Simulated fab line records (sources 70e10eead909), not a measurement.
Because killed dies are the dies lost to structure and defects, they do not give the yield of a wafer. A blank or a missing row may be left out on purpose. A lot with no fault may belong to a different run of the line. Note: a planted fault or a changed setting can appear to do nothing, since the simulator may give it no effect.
Chamber matching || flow nand_harc || NHARC_A_CHANNEL_FILL_D1_ALD_25 on ald_hk-04: 4 sister chambers
The step deposits SiOx, target thk 60 nm, pulse time 10 s, ald cycles 600. 8 wafers are shown with their chamber, then 7 later ones without.

WAFERS WITH THEIR CHAMBER
{"wafer": "L076.2", "chamber": 1, "heater_power_outer_w (W)": 290, "heater_power_w (W)": 526}
{"wafer": "L079.1", "chamber": 0, "heater_power_outer_w (W)": 247, "heater_power_w (W)": 429}
{"wafer": "L079.6", "chamber": 2, "heater_power_outer_w (W)": 306, "heater_power_w (W)": 521}
{"wafer": "L085.2", "chamber": 1, "heater_power_outer_w (W)": 293, "heater_power_w (W)": 526}
{"wafer": "L085.4", "chamber": 0, "heater_power_outer_w (W)": 250, "heater_power_w (W)": 421}
{"wafer": "L085.1", "chamber": 3, "heater_power_outer_w (W)": 245, "heater_power_w (W)": 471}
{"wafer": "L087.3", "chamber": 3, "heater_power_outer_w (W)": 252, "heater_power_w (W)": 473}
{"wafer": "L087.5", "chamber": 2, "heater_power_outer_w (W)": 314, "heater_power_w (W)": 519}

WAFERS WITH NO CHAMBER GIVEN
{"wafer": "L087.6", "heater_power_outer_w (W)": 251, "heater_power_w (W)": 480}
{"wafer": "L092.4", "heater_power_outer_w (W)": 248, "heater_power_w (W)": 467}
{"wafer": "L092.5", "heater_power_outer_w (W)": 310, "heater_power_w (W)": 528}
{"wafer": "L092.6", "heater_power_outer_w (W)": 296, "heater_power_w (W)": 542}
{"wafer": "L095.2", "heater_power_outer_w (W)": 320, "heater_power_w (W)": 540}
{"wafer": "L095.4", "heater_power_outer_w (W)": 253, "heater_power_w (W)": 466}
{"wafer": "L095.6", "heater_power_outer_w (W)": 292, "heater_power_w (W)": 530}

THE CHAMBER EACH PASSED THROUGH
{"wafer": "L087.6", "from the rows above": 3, "in truth": 3}
{"wafer": "L092.4", "from the rows above": 3, "in truth": 3}
{"wafer": "L092.5", "from the rows above": "can't be placed: 2 or 1", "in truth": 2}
{"wafer": "L092.6", "from the rows above": 1, "in truth": 1}
{"wafer": "L095.2", "from the rows above": "can't be placed: 2 or 1", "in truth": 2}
{"wafer": "L095.4", "from the rows above": 3, "in truth": 3}
{"wafer": "L095.6", "from the rows above": 1, "in truth": 1}
Placed correctly: 5 of 7. From these rows, 2 cannot be placed; in 2 the true chamber is one of the candidates. Placed wrongly: 0.
How it was worked out, from the rows above alone: a wafer's distance from a chamber is the root of the sum, over the readings, of the square of ((its reading less the chamber's mean) divided by the reading's scatter). The wafer belongs to the nearest chamber; if the next one is less than 2 further off, it can't be placed. The mean given for a chamber averages the wafers shown for that chamber. The scatter is the square root of a quotient: the sum, over the shown wafers, of each reading's squared deviation from its chamber's mean, divided by wafers minus chambers.
